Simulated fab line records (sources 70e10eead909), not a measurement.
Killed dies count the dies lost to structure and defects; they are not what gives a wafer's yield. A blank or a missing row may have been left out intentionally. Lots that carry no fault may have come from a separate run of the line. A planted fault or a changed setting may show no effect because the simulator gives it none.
The tool behind it: which one?    flow nand_harc    Sampling: 10 lots, 30 wafers, 6 of 1159 route steps

== WHAT EACH GAUGE READ, for each wafer ==
NHARC_END_SORT_01. Usual: killed_at_array 29, standard deviation 11; killed_at_other 0.5, standard deviation 0.8; killed_at_periphery 3.5, standard deviation 2.8; killed_dies 33, standard deviation 12; killed_open 3.1, standard deviation 1.8; killed_short 1.8, standard deviation 1.4.
lot   measured      on         killed_at_array  killed_at_other  killed_at_periphery  killed_dies  killed_open  killed_short  flag
L929  day 23 22:25  prober-02  676 676 675      0 0 0            1 1 2                677 677 677  2 2 3        0 0 1         OFF
L930  day 23 14:38  prober-02  671 674 672      0 0 1            6 3 4                677 677 677  10 1 6       3 2 3         OFF

== WHICH TOOL RAN EACH LOT (tool, then ch and the chambers of the sampled wafers, then the start) ==
lot   NHARC_A_CONTACT_ETCH_106            NHARC_A_CONTACT_ETCH_89                        NHARC_A_CONTACT_ETCH_98                        NHARC_A_CONTACT_CVD_19         NHARC_A_CONTACT_CMP_20
L917  rie_diel-06 ch 0,1,2, day 17 07:18  rie_diel-10 ch 2,3, day 17 19:04 or earlier    rie_diel-06 ch 0,3, day 17 19:04 or earlier    cvd_w-02 ch 0,1, day 17 19:04  cmp-04 ch 2,3, day 17 19:59
L921  rie_diel-10 ch 1,3, day 18 05:30    rie_diel-10 ch 0,3, day 18 16:59 or earlier    rie_diel-03 ch 1,2,3, day 18 16:59 or earlier  cvd_w-01 ch 0,1, day 18 16:59  cmp-04 ch 0,1,2, day 18 17:52
L920  rie_diel-06 ch 1,2,3, day 18 08:51  rie_diel-03 ch 2,3, day 18 17:59 or earlier    rie_diel-03 ch 0,1,2, day 18 17:59 or earlier  cvd_w-01 ch 0,1, day 18 17:59  cmp-01 ch 0,1, day 18 18:38
L922  rie_diel-06 ch 0,2,3, day 19 11:58  rie_diel-10 ch 0,2, day 19 22:12 or earlier    rie_diel-03 ch 0,1,2, day 19 22:12 or earlier  cvd_w-02 ch 0,1, day 19 22:12  cmp-02 ch 0,1,2, day 19 23:01
L926  rie_diel-03 ch 0,1,3, day 20 01:31  rie_diel-03 ch 0,1,2, day 20 06:36 or earlier  rie_diel-10 ch 0,2,3, day 20 06:36             cvd_w-01 ch 0,1, day 20 08:59  cmp-01 ch 0,2,3, day 20 09:53
L929  rie_diel-03 ch 1,3, day 21 01:02    rie_diel-03 ch 0,1,2, day 21 13:17 or earlier  rie_diel-06 ch 0,3, day 21 13:17 or earlier    cvd_w-01 ch 0,1, day 21 13:17  cmp-04 ch 0,2,3, day 21 14:13
L930  rie_diel-10 ch 1,3, day 21 02:02    rie_diel-03 ch 0,1,2, day 21 14:10 or earlier  rie_diel-03 ch 1,2, day 21 14:10 or earlier    cvd_w-01 ch 0,1, day 21 14:10  cmp-01 ch 1,3, day 21 14:56
L932  rie_diel-03 ch 0,3, day 21 06:26    rie_diel-06 ch 0,2,3, day 21 15:55 or earlier  rie_diel-06 ch 1,2,3, day 21 15:55 or earlier  cvd_w-02 ch 0,1, day 21 15:55  cmp-01 ch 0,1, day 21 16:43
L936  rie_diel-03 ch 1,2, day 22 03:46    rie_diel-10 ch 0,1,2, day 22 15:36 or earlier  rie_diel-10 ch 1,2, day 22 15:36 or earlier    cvd_w-01 ch 0,1, day 22 15:36  cmp-01 ch 1,2,3, day 22 16:19
L937  rie_diel-03 ch 0,1, day 22 17:37    rie_diel-03 ch 1,2,3, day 23 02:17 or earlier  rie_diel-10 ch 1,2, day 23 02:17 or earlier    cvd_w-02 ch 0,1, day 23 02:17  cmp-04 ch 1,2, day 23 03:03
- NHARC_A_CONTACT_ETCH_106: etches the open film in CF4/O2, target depth 60 nm, overetch 6 nm, time 33 s.
- NHARC_A_CONTACT_ETCH_89: etches the open film in N2/H2, target depth 260 nm, time 475.3 s.
- NHARC_A_CONTACT_ETCH_98: etches the open film in C4F6/O2, target depth 20 nm, time 10 s.
- NHARC_A_CONTACT_CVD_19: deposits W, target thk 300 nm, time 802 s.
- NHARC_A_CONTACT_CMP_20: polishes, t overpolish 30 s, target thk 300 nm.

== AS READ BY THE TOOLS THEMSELVES (means over the sampled wafers that have a number; for cases with no such wafer, the mark the record gives instead) ==
NHARC_A_CONTACT_ETCH_106. Usual: drypump_motor_current_A 5.9 A, standard deviation 0.4; oes_product_au 1.001 a.u., standard deviation 0.0089; rf_vpp_V 197.7 V, standard deviation 1.2; showerhead_plenum_p_Torr 1.33 Torr, standard deviation 0.046; throttle_valve_pct 13.397 %, standard deviation 0.0095.
lot   tool         drypump_motor_current_A (A)  oes_product_au (a.u.)  rf_vpp_V (V)  showerhead_plenum_p_Torr (Torr)  throttle_valve_pct (%)  flag
L917  rie_diel-06  5.8                          1.003                  197.8         1.32                             13.405                  
L921  rie_diel-10  5.7                          0.992                  197.3         1.28                             13.389                  
L920  rie_diel-06  5.7                          1.006                  197.3         1.32                             13.398                  
L922  rie_diel-06  5.9                          0.992                  198.5         1.33                             13.400                  
L926  rie_diel-03  6.0                          0.992                  197.0         1.30                             13.385                  
L929  rie_diel-03  5.7                          1.002                  197.9         1.29                             13.407                  
L930  rie_diel-10  6.2                          0.999                  196.5         1.28                             13.401                  
L932  rie_diel-03  6.2                          0.994                  197.3         1.31                             13.389                  
L936  rie_diel-03  5.6                          1.004                  198.0         1.37                             13.400                  
L937  rie_diel-03  6.2                          0.994                  197.7         1.29                             13.399                  

NHARC_A_CONTACT_ETCH_89. Usual: drypump_motor_current_A 5.8 A, standard deviation 0.44; oes_product_au 1.001 a.u., standard deviation 0.0098; rf_vpp_V 430.1 V, standard deviation 2.3; showerhead_plenum_p_Torr 2.03 Torr, standard deviation 0.076; throttle_valve_pct 14.172 %, standard deviation 0.009.
lot   tool         drypump_motor_current_A (A)  oes_product_au (a.u.)  rf_vpp_V (V)  showerhead_plenum_p_Torr (Torr)  throttle_valve_pct (%)  flag
L917  rie_diel-10  5.9                          0.999                  430.3         2.03                             14.175                  
L921  rie_diel-10  5.2                          1.000                  428.5         1.99                             14.178                  
L920  rie_diel-03  5.7                          1.006                  432.5         2.13                             14.175                  
L922  rie_diel-10  5.8                          1.016                  431.5         2.08                             14.180                  
L926  rie_diel-03  5.9                          1.000                  430.1         2.03                             14.167                  
L929  rie_diel-03  5.9                          0.996                  429.9         2.03                             14.168                  
L930  rie_diel-03  5.9                          0.996                  431.0         2.03                             14.171                  
L932  rie_diel-06  5.9                          1.001                  429.7         2.03                             14.166                  
L936  rie_diel-10  6.2                          1.010                  429.3         2.03                             14.173                  
L937  rie_diel-03  5.7                          1.001                  430.6         2.05                             14.160                  

NHARC_A_CONTACT_ETCH_98. Usual: drypump_motor_current_A 5.9 A, standard deviation 0.44; oes_product_au 0.964 a.u., standard deviation 0.023; rf_vpp_V 546.3 V, standard deviation 2.7; showerhead_plenum_p_Torr 3.90 Torr, standard deviation 0.13; throttle_valve_pct 26.903 %, standard deviation 0.0096.
lot   tool         drypump_motor_current_A (A)  oes_product_au (a.u.)  rf_vpp_V (V)  showerhead_plenum_p_Torr (Torr)  throttle_valve_pct (%)  flag
L917  rie_diel-06  6.2                          0.947                  547.8         3.97                             26.910                  
L921  rie_diel-03  5.7                          0.968                  546.8         3.94                             26.903                  
L920  rie_diel-03  5.9                          0.957                  546.1         3.91                             26.899                  
L922  rie_diel-03  5.9                          0.949                  547.0         3.91                             26.899                  
L926  rie_diel-10  5.7                          0.953                  546.3         3.90                             26.897                  
L929  rie_diel-06  6.2                          1.005                  547.5         3.95                             26.909                  
L930  rie_diel-03  5.6                          0.937                  548.8         4.01                             26.902                  
L932  rie_diel-06  5.8                          0.957                  545.3         3.87                             26.910                  
L936  rie_diel-10  6.4                          0.964                  544.8         3.90                             26.897                  
L937  rie_diel-10  6.4                          0.957                  545.9         3.89                             26.904                  

NHARC_A_CONTACT_CVD_19. Usual: chamber_pressure_Torr 39.99 Torr, standard deviation 0.088; heater_power_outer_w 262 W, standard deviation 29; heater_power_w 460 W, standard deviation 41; throttle_valve_pct 8.04 %, standard deviation 0.24.
lot   tool      chamber_pressure_Torr (Torr)  heater_power_outer_w (W)  heater_power_w (W)  throttle_valve_pct (%)  flag
L917  cvd_w-02  40.00                         291                       497                 8.02                    
L921  cvd_w-01  40.06                         238                       430                 8.06                    
L920  cvd_w-01  40.07                         250                       434                 8.15                    
L922  cvd_w-02  39.95                         291                       502                 7.94                    
L926  cvd_w-01  39.93                         250                       434                 8.21                    
L929  cvd_w-01  -                             -                         -                   -                       OFF
L930  cvd_w-01  -                             -                         -                   -                       OFF
L932  cvd_w-02  40.02                         294                       515                 8.03                    
L936  cvd_w-01  39.96                         251                       438                 8.00                    
L937  cvd_w-02  40.06                         291                       507                 8.05                    

NHARC_A_CONTACT_CMP_20. Usual: motor_current_A 11.4 A, standard deviation 1; overpolish_run_s 30.000 s, standard deviation 0.0092; slurry_filter_dp_kPa 13.48 kPa, standard deviation 0.13; time_to_endpoint_s 58.9 s, standard deviation 2.9.
lot   tool    motor_current_A (A)  overpolish_run_s (s)  slurry_filter_dp_kPa (kPa)  time_to_endpoint_s (s)  flag
L917  cmp-04  12.0                 30.004                13.55                       60.8                    
L921  cmp-04  11.0                 29.991                13.45                       57.6                    
L920  cmp-01  12.0                 30.008                13.45                       62.3                    
L922  cmp-02  11.2                 29.996                13.47                       59.1                    
L926  cmp-01  12.2                 30.008                13.50                       57.0                    
L929  cmp-04  11.4                 30.003                13.63                       0.0                     OFF
L930  cmp-01  12.1                 29.996                13.36                       0.5                     OFF
L932  cmp-01  11.2                 29.995                13.49                       61.2                    
L936  cmp-01  11.6                 30.009                13.48                       61.6                    
L937  cmp-04  10.4                 29.987                13.47                       60.6                    

== THE ANSWER, worked out from the rows above alone ==
Rule: lot off if the mean of its wafers having a number is beyond 3 standard deviations from the usual mean. A lot without any number at a reading at which 4 lots or more have one is off too. Any other lot the step has rows for is counted as sound. Order of review: gauges by route order, followed by the tools' own readings, for which a lot's mean as printed above is used. At the first step where some lot is off, the reading lying furthest off is the one used; lots without a number count as furthest.
Off: L929, L930 (NHARC_END_SORT_01, killed_at_array). Neither off nor sound, because the step has no rows for them: L917, L921, L920, L922, L926, L932, L936, L937.
A tool fits if, at a process step before that reading, it ran every lot that is off, and no sound lot after the first of them. Not tried: the gauges at NHARC_END_SORT_01; whatever is off there is also off at NHARC_A_CONTACT_CVD_19, on other tools, and gauge error can't account for it. Because NHARC_A_CONTACT_ETCH_89 lacks a start for some lots, the hours and order of its lots are taken from NHARC_A_CONTACT_CVD_19. Because NHARC_A_CONTACT_ETCH_98 lacks a start for some lots, the hours and order of its lots are taken from NHARC_A_CONTACT_CVD_19. This does not decide it: 2 tools fit, namely rie_diel-03 at NHARC_A_CONTACT_ETCH_89 and cvd_w-01 at NHARC_A_CONTACT_CVD_19.

== WHAT THE SIMULATOR PUT IN ==
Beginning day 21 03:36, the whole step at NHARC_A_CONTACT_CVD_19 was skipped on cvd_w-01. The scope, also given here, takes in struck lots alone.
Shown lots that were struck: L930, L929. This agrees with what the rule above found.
